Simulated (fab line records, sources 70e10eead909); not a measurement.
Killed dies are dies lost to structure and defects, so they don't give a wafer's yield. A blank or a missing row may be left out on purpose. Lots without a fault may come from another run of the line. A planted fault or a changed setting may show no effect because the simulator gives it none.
Chamber matching | flow nand_harc | NHARC_A_CHANNEL_HOLE_D1_DEP_01 on pecvd-01: 3 sister chambers
The step deposits SiON, target thk 140 nm. 3 wafers are shown with their chamber, then 7 later ones without.

WAFERS WITH THEIR CHAMBER
wafer  | chamber | heater_power_w (W)
L610.4 | 0       | 629
L611.1 | 1       | 857
L611.3 | 2       | 787

WAFERS WITHOUT THEIR CHAMBER
wafer  | heater_power_w (W)
L611.6 | 850
L612.1 | 989
L612.2 | 870
L612.4 | 614
L615.3 | 706
L615.4 | 858
L615.5 | 743

WHICH CHAMBER EACH WENT THROUGH
wafer  | from the rows above          | in truth
L611.6 | can't be placed: 1 or 2      | 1
L612.1 | can't be placed: 1 or 2      | 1
L612.2 | can't be placed: 1 or 2      | 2
L612.4 | 0                            | 0
L615.3 | can't be placed: 0 or 2 or 1 | 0
L615.4 | can't be placed: 1 or 2      | 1
L615.5 | can't be placed: 2 or 0 or 1 | 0
Placed correctly: 1 of 7. Can't be placed from these rows: 6 (the true chamber is among the candidates in 6). Placed wrongly: 0.
How it was worked out, from the rows above alone: a wafer's distance from a chamber is the root of the sum, over the readings, of the square of ((its reading less the chamber's mean) divided by the reading's scatter). The wafer belongs to the nearest chamber; if the next one is less than 2 further off, it can't be placed. A chamber's mean is the mean of its shown wafers. The scatter: with one shown wafer a chamber, the root of the mean of the squares of how far each hidden wafer lies from its nearest shown one.
